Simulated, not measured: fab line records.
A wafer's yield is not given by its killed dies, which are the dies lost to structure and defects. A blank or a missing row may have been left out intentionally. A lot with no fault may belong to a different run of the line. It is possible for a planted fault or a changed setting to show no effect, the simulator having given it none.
fab line records	flow n5Finfet
record lots=6	wafers=18	lastDay=19
route steps=1938 shown BEOL_M1@779 BEOL_M4@1111 PASSIVATION@1936
lots that met no fault: from a run of the same line without faults
startH: hours from the record's first day to the start of the lot's first wafer shown	waitH: hours from the lot's prior step to this one	" repeats the value in the row above	L1.1+2: several wafers, shown together as one row	- no value, or no start was given	* or withheld: withheld	< > ~ a bound
route shown NAME@n: names a module that has steps shown in the file, with the first one's number in the route	usual: mean/standard deviation of fault-free wafers	same: alike in all rows	chamber/n: place in a boat	sites: the reading at each site	_std_site: standard deviation across them	_edge_site: the outer-site mean with the inner-site mean subtracted	radiusMm: for every site, how far away it sits from the centre of the wafer	mask NAME#n: copy n	behind: the last tool/chamber to shape the wafer	hold: what put the lot on hold/how long, in hours/how the hold closed	device: names the non-switching transistor (n, p or np)	end of line: the route-end tests of the same wafers	where a step has no rows: the recipe by itself	killed: the dies lost at the first sort to structure and to defects; this is not the yield of the wafer	map: a wafer's dies, marking killed ones x, the rest . and places with no die _
set.NAME: the setting as run; set.NAME@STEP: as run at that earlier step	model.NAME: the simulator's own value behind a step, which no gauge read
lots seen at some steps along the route; tables by step, rows by wafer
services: from which hour (startH, from the record's first day; less than 0 if before it) a tool's chamber was out of use, for how many hours, and why
## steps
# step N5_BEOL_M1_COAT_76
# recipe resist=underlayer	tempC=205	timeS=60	spinRpm=1500	resistThkNm=5
# step N5_BEOL_M1_COAT_22
# recipe resist=CAR-EUV	spinRpm=1500	resistThkNm=30
# step N5_BEOL_M1_EBR_24
# recipe solvent=PGMEA	ebrWidthMm=1.5
# step N5_BEOL_M1_SOFTBAKE_23
# recipe tempC=110	timeS=60	resist=CAR-EUV
# step N5_BEOL_M1_EXPOSE_25
# recipe maskId=V0	na=0.33	sourceShape=quasar	sigmaInner=0.2	sigmaOuter=0.8	polarization=unpolarized	defocusNm=5	targetCdNm=24	doseMj=63
# step N5_BEOL_M1_PEB_26
# recipe pebTempC=100	pebTimeS=60	resist=CAR-EUV
# step N5_BEOL_M1_DEVELOP_27
# recipe developTimeS=30	developer=TMAH	resist=CAR-EUV	rinseLiquid=surfactantRinse	dry=airSpin	devTempC=23
# step N5_BEOL_M1_CD_MEAS_28
# recipe landingEnergyEv=500	detector=seInlens	targetCdYNm=23.3
# usual cdNm=24.14/0.25
lot.wafer	tool	chamber	startH	waitH	cdNm
L770.1	cdSem-02	0	129.57	-	24.06
L770.3	"	0	"	"	24.07
L770.6	"	0	"	"	24.21
L776.1	cdSem-03	0	169.77	-	24.05
L776.2	"	0	"	"	23.71
L776.4	"	0	"	"	23.89
L779.2	cdSem-03	0	181.58	-	24.31
L779.3	"	0	"	"	24.15
L779.6	"	0	"	"	24.02
L781.1	cdSem-01	0	200.21	-	23.92
L781.3	"	0	"	"	23.72
L781.4	"	0	"	"	24.16
L785.1	cdSem-03	0	220.86	-	24.57
L785.2	"	0	"	"	24.53
L785.6	"	0	"	"	24.53
L791.1	cdSem-01	0	253.57	-	23.91
L791.4	"	0	"	"	24.34
L791.5	"	0	"	"	24.30
# step N5_BEOL_M1_OVL_MEAS_29
# recipe pointsPerWafer=522
# usual V0_OVL=0.2/0.79
lot.wafer	tool	chamber	startH	waitH	V0_OVL[nm]
L770.1	overlay-01	0	129.60	0.0	1.1
L770.3	"	0	"	"	0.8
L770.6	"	0	"	"	0.5
L776.1	overlay-02	0	169.80	0.0	-0.5
L776.2	"	0	"	"	1.4
L776.4	"	0	"	"	1.1
L779.2	overlay-01	0	181.61	0.0	0.7
L779.3	"	0	"	"	0.9
L779.6	"	0	"	"	1.1
L781.1	overlay-02	0	200.24	0.0	-0.4
L781.3	"	0	"	"	-1.6
L781.4	"	0	"	"	-0.5
L785.1	overlay-02	0	220.89	0.0	0.4
L785.2	"	0	"	"	-0.1
L785.6	"	0	"	"	-0.5
L791.1	overlay-01	0	253.60	0.0	-1.8
L791.4	"	0	"	"	-0.6
L791.5	"	0	"	"	-1.6
# step N5_BEOL_M1_INSPECT_30
# recipe mode=adi	inspectInstrument=brightfield
# usual rawDefectCount=424/89
lot.wafer	tool	chamber	startH	waitH	rawDefectCount
L770.1	defectInspect-01	-	129.66	0.1	443
L770.3	"	-	"	"	401
L770.6	"	-	"	"	377
L776.1	defectInspect-02	-	169.86	0.1	657
L776.2	"	-	"	"	489
L776.4	"	-	"	"	519
L779.2	defectInspect-02	-	181.66	0.0	414
L779.3	"	-	"	"	447
L779.6	"	-	"	"	510
L781.1	defectInspect-02	-	200.30	0.1	373
L781.3	"	-	"	"	364
L781.4	"	-	"	"	452
L785.1	defectInspect-02	-	220.95	0.1	363
L785.2	"	-	"	"	265
L785.6	"	-	"	"	347
L791.1	defectInspect-01	-	253.66	0.1	322
L791.4	"	-	"	"	274
L791.5	"	-	"	"	416
# step N5_BEOL_M1_DESCUM_33
# recipe chemistry=O2	timeS=7	sourcePowerW=50	biasPowerW=20	pressureMtorr=20	rfFrequencyHz=2.712e+07	tempC=40	resist=CAR-EUV	o2FlowSccm=225
# usual drypumpMotorCurrentA=5.7/0.58	oesProductAu=0.82/0.08	rfVppV=243.3/1.3	showerheadPlenumPTorr=2.11/0.055	throttleValvePct=20.35/0.28
lot.wafer	tool	chamber	startH	waitH	drypumpMotorCurrentA	oesProductAu	rfHoursCounterH	rfVppV	showerheadPlenumPTorr	throttleValvePct
L770.1	rieDiel-06	2	129.70	0.0	5.9	0.77	141	244.5	2.17	20.20
L770.3	"	3	"	"	6.0	0.77	134	242.9	2.12	20.45
L770.6	"	0	"	"	6.6	0.93	-	245.1	2.14	19.78
L776.1	rieDiel-06	1	169.90	0.0	5.2	0.95	6	244.5	2.14	20.49
L776.2	"	0	"	"	6.6	0.92	29	243.4	2.13	19.79
L776.4	"	2	"	"	6.0	0.76	154	243.1	2.16	20.21
L779.2	rieDiel-06	3	182.24	0.6	5.9	0.75	149	244.2	2.11	20.47
L779.3	"	1	"	"	5.2	0.94	11	244.2	2.14	20.47
L779.6	"	2	"	"	6.0	0.74	-	245.5	2.16	20.23
L781.1	rieDiel-01	0	200.33	0.0	6.1	0.71	179	241.6	2.11	20.78
L781.3	"	1	"	"	5.8	0.72	196	243.0	2.00	20.64
L781.4	"	3	"	"	6.3	0.87	47	242.3	2.05	20.14
L785.1	rieDiel-01	3	220.99	0.0	6.2	0.85	53	241.9	2.05	20.14
L785.2	"	1	"	"	5.8	0.70	203	241.1	2.00	20.64
L785.6	"	2	"	"	5.9	0.77	-	243.8	2.21	20.56
L791.1	rieDiel-01	0	253.69	0.0	6.1	0.70	195	242.7	2.10	20.80
L791.4	"	3	"	"	6.3	0.85	62	242.8	2.04	20.17
L791.5	"	1	"	"	5.8	0.70	-	239.9	2.00	20.66
# step N5_BEOL_M1_ETCH_77
# recipe chemistry=N2/H2	target=underlayer	targetDepthA=65	maskMaterial=CAR-EUV	timeS=5.2	ionEnergyEv=200	pressureMtorr=30	sourceW=840	biasW=150	n2FlowSccm=200	h2FlowSccm=200	ends=cleared
# usual drypumpMotorCurrentA=5.7/0.58	etchRfOnTimeS=5.23/0.13	oesProductAu=0.70/0.069	rfVppV=524.4/2.3	showerheadPlenumPTorr=2.56/0.073	throttleValvePct=17.78/0.24
lot.wafer	tool	chamber	startH	waitH	drypumpMotorCurrentA	etchRfOnTimeS	oesProductAu	rfHoursCounterH	rfVppV	showerheadPlenumPTorr	throttleValvePct
L770.1	rieDiel-06	2	129.73	0.0	5.9	5.31	0.65	141	526.7	2.65	17.80
L770.3	"	3	"	"	6.0	5.43	0.65	134	523.0	2.54	17.69
L770.6	"	0	"	"	6.6	5.38	0.80	-	523.8	2.61	17.32
L776.1	rieDiel-06	1	169.93	0.0	5.2	4.94	0.84	6	525.3	2.61	17.98
L776.2	"	0	"	"	6.6	5.29	0.77	29	526.3	2.61	17.35
L776.4	"	2	"	"	6.0	5.33	0.63	154	526.3	2.65	17.81
L779.2	rieDiel-06	3	182.27	0.0	6.0	5.30	0.65	149	523.9	2.53	17.69
L779.3	"	1	"	"	5.2	4.97	0.81	11	525.0	2.60	17.96
L779.6	"	2	"	"	6.0	5.25	0.64	-	526.7	2.65	17.85
L781.1	rieDiel-01	0	200.37	0.0	6.0	5.32	0.59	179	521.8	2.54	18.06
L781.3	"	1	"	"	5.8	5.08	0.62	196	521.4	2.43	18.05
L781.4	"	3	"	"	6.2	5.19	0.73	47	520.0	2.47	17.39
L785.1	rieDiel-01	3	221.02	0.0	6.3	5.27	0.74	53	519.7	2.46	17.40
L785.2	"	1	"	"	5.8	5.08	0.61	203	520.2	2.43	18.07
L785.6	"	2	"	"	5.9	5.42	0.65	-	527.8	2.66	17.81
L791.1	rieDiel-01	0	253.73	0.0	6.1	5.25	0.59	195	521.8	2.53	18.08
L791.4	"	3	"	"	6.3	5.14	0.73	62	523.4	2.46	17.40
L791.5	"	1	"	"	5.8	5.09	0.61	-	520.3	2.42	18.11
# step N5_BEOL_M1_ETCH_69
# recipe chemistry=CF4	target=SiARC	targetDepthA=156	maskMaterial=CAR-EUV	timeS=26	ionEnergyEv=80	pressureMtorr=40	sourceW=545	biasW=36	Ar_flow_sccm=100	cf4FlowSccm=100	ends=cleared
# usual drypumpMotorCurrentA=5.7/0.58	etchRfOnTimeS=26.1/0.72	oesProductAu=0.70/0.071	rfVppV=184.2/0.96	showerheadPlenumPTorr=2.16/0.06	throttleValvePct=15.53/0.23
lot.wafer	tool	chamber	startH	waitH	drypumpMotorCurrentA	etchRfOnTimeS	oesProductAu	rfHoursCounterH	rfVppV	showerheadPlenumPTorr	throttleValvePct
L770.1	rieDiel-06	2	129.75	0.0	6.0	26.6	0.64	141	185.9	2.24	15.64
L770.3	"	3	"	"	6.0	27.0	0.65	134	184.4	2.15	15.53
L770.6	"	0	"	"	6.6	26.4	0.80	-	183.9	2.19	15.04
L776.1	rieDiel-06	1	169.95	0.0	5.2	15.4	1.12	6	184.0	2.20	15.64
L776.2	"	0	"	"	6.6	26.5	0.79	29	184.5	2.19	15.06
L776.4	"	2	"	"	6.0	27.0	0.63	154	186.2	2.24	15.64
L779.2	rieDiel-06	3	182.29	0.0	6.0	27.1	0.63	149	184.4	2.15	15.54
L779.3	"	1	"	"	5.1	15.3	1.11	11	184.0	2.20	15.67
L779.6	"	2	"	"	5.9	26.7	0.63	-	184.8	2.24	15.66
L781.1	rieDiel-01	0	200.38	0.0	6.0	27.2	0.60	179	184.1	2.13	15.82
L781.3	"	1	"	"	5.8	25.9	0.62	196	183.5	2.06	15.83
L781.4	"	3	"	"	6.3	26.2	0.74	47	183.4	2.09	15.24
L785.1	rieDiel-01	3	221.04	0.0	6.3	25.7	0.74	53	184.6	2.08	15.26
L785.2	"	1	"	"	5.8	25.2	0.62	203	183.1	2.05	15.83
L785.6	"	2	"	"	5.9	26.6	0.66	-	184.7	2.24	15.68
L791.1	rieDiel-01	0	253.74	0.0	6.1	26.2	0.60	195	183.3	2.13	15.87
L791.4	"	3	"	"	6.2	25.7	0.73	62	182.6	2.08	15.26
L791.5	"	1	"	"	5.8	25.3	0.61	-	184.0	2.05	15.87
# step N5_BEOL_M1_ALD_98
# recipe material=SiO2	targetThkA=25	tempC=100	aldPrecursorFamily=BDEAS	aldCoReactant=O2-plasma	pulseTimeS=1	coReactantPulseTimeS=1	purgeTimeS=2	coReactantPurgeTimeS=2	aldCycles=17	pressureTorr=2
# usual heaterPowerW=78/7.2	precursorPulseHeightRel=0.999/0.02
# same purgeTimeS=2
lot.wafer	tool	chamber	startH	waitH	heaterPowerW	precursorPulseHeightRel
L770.1	aldSin-04	1	129.83	0.1	71	0.997
L770.3	"	3	"	"	72	1.012
L770.6	"	3	"	"	70	0.953
L776.1	aldSin-01	2	170.03	0.1	73	1.007
L776.2	"	1	"	"	82	0.981
L776.4	"	3	"	"	92	0.975
L779.2	aldSin-04	1	182.37	0.1	71	1.024
L779.3	"	3	"	"	71	0.965
L779.6	"	2	"	"	73	1.014
L781.1	aldSin-04	2	200.57	0.2	73	0.942
L781.3	"	1	"	"	69	0.997
L781.4	"	3	"	"	71	1.020
L785.1	aldSin-03	3	221.34	0.3	82	1.001
L785.2	"	0	"	"	70	0.996
L785.6	"	2	"	"	76	0.999
L791.1	aldSin-03	3	253.83	0.1	81	0.959
L791.4	"	1	"	"	83	1.017
L791.5	"	2	"	"	76	0.987
# step N5_BEOL_M4_RC_MEAS_101
# usual DIBL_N=36.6/1.9	DIBL_P=36.7/2.2	IOFF_N=0.16/0.035	IOFF_P=0.22/0.038	ION_N=672/14	ION_P=462/8.3	SS_N=71.6/0.65	SS_P=73.5/0.72	VT_N=250/3.5	VT_P=-250/3.1
lot.wafer	tool	chamber	startH	waitH	DIBL_N[mV/V]	DIBL_P[mV/V]	IOFF_N[nA/um]	IOFF_P[nA/um]	ION_N[uA/um]	ION_P[uA/um]	SS_N[mV/dec]	SS_P[mV/dec]	VT_N[mV]	VT_P[mV]
L770.1	prober-02	0	202.49	0.0	36.8	35.4	0.15	0.20	691	476	71.5	72.8	247	-249
L770.3	"	0	"	"	38.0	38.1	0.18	0.23	691	477	71.9	72.8	248	-249
L770.6	"	0	"	"	37.3	35.9	0.16	0.21	689	472	71.9	72.7	248	-254
L776.1	prober-01	0	236.85	0.0	38.4	38.8	0.20	0.22	678	456	72.8	73.3	245	-251
L776.2	"	0	"	"	39.2	40.2	0.22	0.25	703	469	71.9	73.7	246	-251
L776.4	"	0	"	"	40.0	40.8	0.23	0.26	682	458	73.2	74.5	245	-248
L779.2	prober-02	0	257.43	0.2	35.7	35.1	0.15	0.19	672	456	71.8	73.1	254	-252
L779.3	"	0	"	"	38.4	37.6	0.20	0.24	660	452	72.4	74.7	250	-252
L779.6	"	0	"	"	35.8	34.9	0.16	0.19	674	458	72.3	73.1	254	-254
L781.1	prober-01	0	257.52	0.0	36.8	34.5	0.15	0.22	672	464	71.9	73.1	252	-247
L781.3	"	0	"	"	35.7	33.8	0.13	0.21	663	464	71.1	72.9	253	-248
L781.4	"	0	"	"	37.9	35.3	0.16	0.23	656	454	71.9	73.7	251	-247
L785.1	prober-01	0	291.00	0.0	35.8	37.3	0.15	0.24	676	466	71.3	74.4	251	-247
L785.2	"	0	"	"	40.0	41.2	0.24	0.32	666	461	72.7	75.3	249	-245
L785.6	"	0	"	"	35.4	37.4	0.15	0.23	662	467	71.4	74.0	252	-247
L791.1	prober-02	0	319.66	0.0	36.6	36.0	0.16	0.23	682	472	71.7	72.4	248	-246
L791.4	"	0	"	"	36.7	35.6	0.17	0.23	688	464	71.3	73.1	247	-248
L791.5	"	0	"	"	37.7	38.1	0.19	0.28	692	478	71.9	73.1	246	-244
# step N5_PASSIVATION_PROBE_49
# usual defectLimitedYield=91.6/1.4	killed_at_M0_to_M3=35/10	killed_at_M4_up=13/4.8	killedAtContacts=12/7.2	killedAtFrontEnd=36/12	killedAtOther=4/3.1	killedDies=100/17	killedOpen=66/13	killedShort=32/7.3	sort_bin_4_leakage=0.00/0.0099	sort_bin_5_function=5.0/0.94	sort_bin_6_memory=3.1/0.67	sortNPass=1080/17	sortYieldPct=91.6/1.4
# same grossDies=1180	killedAtBackSide=0	sort_bin_8_speed[%]=0
lot.wafer	tool	chamber	startH	waitH	defectLimitedYield[%]	killed_at_M0_to_M3	killed_at_M4_up	killedAtContacts	killedAtFrontEnd	killedAtOther	killedDies	killedOpen	killedShort	sort_bin_4_leakage[%]	sort_bin_5_function[%]	sort_bin_6_memory[%]	sortNPass	sortYieldPct[%]
L770.1	prober-02	-	311.73	0.0	90.1	47	24	16	29	1	117	72	45	0	6.5	3.1	1063	90.1
L770.3	prober-02	-	311.83	0.1	90.3	51	12	21	27	3	114	77	33	0	5.6	3.4	1066	90.3
L770.6	prober-02	-	311.98	0.3	90.3	58	18	13	25	0	114	66	41	0	5.8	3.4	1066	90.3
L776.1	prober-01	-	356.78	0.0	92.5	23	9	12	38	7	89	58	30	0	3.9	3.4	1091	92.5
L776.2	prober-01	-	356.83	0.1	91.6	29	20	12	36	2	99	62	37	0	4.7	3.6	1081	91.6
L776.4	prober-01	-	356.93	0.2	92.4	25	10	9	42	4	90	57	33	0	4.2	3.1	1090	92.4
L781.1	prober-02	-	377.05	0.3	91.7	40	5	14	35	4	98	59	39	0	5.0	3.1	1082	91.7
L781.3	prober-02	-	377.15	0.4	91.1	35	17	5	39	9	105	65	40	0	4.7	3.8	1075	91.1
L781.4	prober-02	-	377.20	0.5	88.6	54	11	8	55	6	134	92	41	0	6.9	4.3	1046	88.6
L779.2	prober-01	-	389.65	0.1	90.7	26	16	9	55	4	110	56	51	0	5.3	3.4	1070	90.7
L779.3	prober-01	-	389.70	0.1	91.3	43	11	10	36	3	103	71	32	0	5.8	2.7	1077	91.3
L779.6	prober-01	-	389.85	0.3	93.0	23	15	14	31	0	83	53	30	0	3.9	3.0	1097	93.0
L785.1	prober-01	-	412.09	0.0	92.6	27	9	13	32	6	87	52	35	0	4.2	2.8	1093	92.6
L785.2	prober-01	-	412.14	0.1	91.9	33	15	19	25	3	95	68	27	0.08	5.5	2.5	1084	91.9
L785.6	prober-01	-	412.34	0.3	91.1	20	10	19	48	8	105	64	41	0	4.6	3.8	1075	91.1
L791.1	prober-01	-	446.15	0.0	88.9	76	16	9	25	5	131	100	31	0	6.9	4.1	1049	88.9
L791.4	prober-01	-	446.30	0.2	92.1	31	14	2	41	5	93	60	32	0	4.9	2.7	1087	92.1
L791.5	prober-01	-	446.35	0.2	89.6	34	21	10	53	5	123	83	39	0	6.3	4.0	1057	89.6
# killed by level:class
L770.1 BEOL_M0_SAQP:geometricParticle:short=14 BEOL_M4:geometricParticle:open=14 MOL_CONTACT_COAG:geometricParticle:open=13 BEOL_M0_SAQP:geometricParticle:open=13 FIN_SAQP:geometricParticle:open=8 FIN_SAQP:geometricParticle:short=6 BEOL_M3:geometricParticle:open=6 BEOL_M1:geometricParticle:short=5
L770.3 BEOL_M0_SAQP:geometricParticle:open=15 MOL_CONTACT_COAG:geometricParticle:open=14 BEOL_M3:geometricParticle:open=12 BEOL_M0_SAQP:geometricParticle:short=11 MOL_CONTACT_COAG:geometricParticle:short=7 BEOL_M1:geometricParticle:open=6 GATE_CUT:geometricParticle:short=5 BEOL_M2:geometricParticle:open=5
L770.6 BEOL_M0_SAQP:geometricParticle:short=17 BEOL_M2:geometricParticle:open=13 BEOL_M0_SAQP:geometricParticle:open=13 MOL_CONTACT_COAG:geometricParticle:open=10 BEOL_M3:geometricParticle:open=5 BEOL_M4:geometricParticle:open=5 BEOL_M8:geometricParticle:open=5 STARTING-WAFER:geometricParticle:short=5
L776.1 MOL_CONTACT_COAG:geometricParticle:open=11 STI_FIN_REVEAL:geometricParticle:open=8 FIN_SAQP:geometricParticle:short=7 BEOL_M0_SAQP:geometricParticle:short=5 BEOL_M1:geometricParticle:open=5 FIN_SAQP:geometricParticle:open=4 DUMMY_GATE:geometricParticle:open=4 BEOL_M0_SAQP:geometricParticle:open=4
L776.2 STI_FIN_REVEAL:geometricParticle:open=17 BEOL_M4:geometricParticle:open=9 MOL_CONTACT_COAG:geometricParticle:open=8 BEOL_M0_SAQP:geometricParticle:short=8 BEOL_M1:geometricParticle:open=8 STARTING-WAFER:geometricParticle:short=4 FIN_SAQP:geometricParticle:open=4 MOL_CONTACT_COAG:geometricParticle:short=4
L776.4 FIN_SAQP:geometricParticle:open=13 BEOL_M0_SAQP:geometricParticle:short=12 STI_FIN_REVEAL:geometricParticle:open=10 BEOL_M0_SAQP:geometricParticle:open=7 MOL_CONTACT_COAG:geometricParticle:open=6 FIN_SAQP:geometricParticle:short=3 MOL_CONTACT_COAG:geometricParticle:short=3 BEOL_M1:geometricParticle:open=3
L781.1 MOL_CONTACT_COAG:geometricParticle:open=12 FIN_SAQP:geometricParticle:short=11 BEOL_M3:geometricParticle:open=9 BEOL_M0_SAQP:geometricParticle:open=8 BEOL_M0_SAQP:geometricParticle:short=7 FIN_SAQP:geometricParticle:open=6 BEOL_M3:geometricParticle:short=5 FIN_CUT:geometricParticle:short=3
L781.3 FIN_SAQP:geometricParticle:open=13 BEOL_M4:geometricParticle:open=13 FIN_SAQP:geometricParticle:short=8 BEOL_M2:geometricParticle:open=7 BEOL_M0_SAQP:geometricParticle:short=7 BEOL_M1:geometricParticle:short=6 BEOL_M1:geometricParticle:open=6 MOL_CONTACT_COAG:geometricParticle:open=5
L781.4 BEOL_M0_SAQP:geometricParticle:open=19 FIN_SAQP:geometricParticle:open=16 STI_FIN_REVEAL:geometricParticle:open=15 BEOL_M0_SAQP:geometricParticle:short=11 BEOL_M3:geometricParticle:open=9 FIN_SAQP:geometricParticle:short=7 MOL_CONTACT_COAG:geometricParticle:open=6 BEOL_M2:geometricParticle:open=6
L779.2 FIN_SAQP:geometricParticle:short=28 FIN_SAQP:geometricParticle:open=11 BEOL_M0_SAQP:geometricParticle:short=9 MOL_CONTACT_COAG:geometricParticle:open=8 BEOL_M4:geometricParticle:open=7 STI_FIN_REVEAL:geometricParticle:open=6 BEOL_M1:geometricParticle:open=6 BEOL_M7:geometricParticle:open=5
L779.3 MOL_CONTACT_COAG:geometricParticle:open=10 BEOL_M0_SAQP:geometricParticle:short=10 BEOL_M0_SAQP:geometricParticle:open=7 BEOL_M2:geometricParticle:open=7 DUMMY_GATE:geometricParticle:open=6 BEOL_M5:geometricParticle:open=6 STARTING-WAFER:geometricParticle:open=6 DUMMY_GATE:geometricParticle:short=5
L779.6 MOL_CONTACT_COAG:geometricParticle:open=9 BEOL_M4:geometricParticle:open=7 BEOL_M0_SAQP:geometricParticle:open=6 BEOL_M0_SAQP:geometricParticle:short=6 STARTING-WAFER:geometricParticle:open=6 FIN_SAQP:geometricParticle:short=5 STI_FIN_REVEAL:geometricParticle:open=5 MOL_CONTACT_COAG:geometricParticle:short=5
L785.1 MOL_CONTACT_COAG:geometricParticle:open=11 STI_FIN_REVEAL:geometricParticle:open=9 BEOL_M0_SAQP:geometricParticle:short=7 BEOL_M3:geometricParticle:open=5 FIN_SAQP:geometricParticle:short=4 GATE_CUT:geometricParticle:short=4 BEOL_M0_SAQP:geometricParticle:open=4 STARTING-WAFER:geometricParticle:open=3
L785.2 MOL_CONTACT_COAG:geometricParticle:open=16 BEOL_M0_SAQP:geometricParticle:open=9 BEOL_M3:geometricParticle:open=9 BEOL_M4:geometricParticle:open=9 BEOL_M0_SAQP:geometricParticle:short=6 FIN_SAQP:geometricParticle:open=4 STI_FIN_REVEAL:geometricParticle:open=4 FIN_SAQP:geometricParticle:short=3
L785.6 MOL_CONTACT_COAG:geometricParticle:open=14 FIN_SAQP:geometricParticle:short=11 DUMMY_GATE:geometricParticle:open=8 BEOL_M0_SAQP:geometricParticle:open=7 FIN_SAQP:geometricParticle:open=6 GATE_CUT:geometricParticle:short=5 MOL_CONTACT_COAG:geometricParticle:short=5 DUMMY_GATE:geometricParticle:short=4
L791.1 BEOL_M1:geometricParticle:open=33 BEOL_M0_SAQP:geometricParticle:short=10 BEOL_M3:geometricParticle:open=10 BEOL_M0_SAQP:geometricParticle:open=9 MOL_CONTACT_COAG:geometricParticle:open=7 BEOL_M4:geometricParticle:open=7 FIN_SAQP:geometricParticle:open=6 FIN_SAQP:geometricParticle:short=5
L791.4 FIN_SAQP:geometricParticle:short=9 BEOL_M1:geometricParticle:open=9 STI_FIN_REVEAL:geometricParticle:open=8 BEOL_M0_SAQP:geometricParticle:short=5 BEOL_M2:geometricParticle:open=5 BEOL_M4:geometricParticle:open=5 DUMMY_GATE:geometricParticle:open=4 GATE_CUT:geometricParticle:open=4
L791.5 BEOL_M4:geometricParticle:open=14 BEOL_M1:geometricParticle:open=11 FIN_SAQP:geometricParticle:short=10 STI_FIN_REVEAL:geometricParticle:open=10 MOL_CONTACT_COAG:geometricParticle:open=8 FIN_SAQP:geometricParticle:open=7 BEOL_M2:geometricParticle:open=6 STI_FIN_REVEAL:geometricParticle:short=5
## services
tool	chamber	startH	hours	kind
aldSin-01	-	112.30	2.8	pm
rieDiel-06	1	125.06	-	clean
rieDiel-06	1	125.06	-	consumableReplace:focusRing
rieDiel-06	1	125.06	11.0	scheduledDown
rieDiel-06	1	125.06	11.0	ventCycle
aldSin-04	2	141.60	3.9	repair
rieDiel-06	1	151.90	8.1	repair
rieDiel-01	-	164.46	0.3	repair
rieDiel-06	3	170.12	4.2	repair
aldSin-03	-	209.92	6.1	pm
rieDiel-06	2	224.10	3.8	repair
## key
firstSign step=N5_BEOL_M1_ETCH_69	reading=etchRfOnTimeS	direction=down	sigmas=15	usual=*	struck=*
effect step=N5_BEOL_M1_ETCH_69	reading=oesProductAu	direction=up	sigmas=5.8	usual=0.70	struck=1.12
metAt N5_BEOL_M1_ETCH_69
struckWafers L776.1,L779.3
onsetBetween 129.75 169.95
fault kind=processParameterDrift	tool=rieDiel-06	chamber=-	onsetH=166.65	steps=N5_BEOL_M1_ETCH_69	channel=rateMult	offset=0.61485	shape=step	endH=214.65	scope=struckWafersOnly
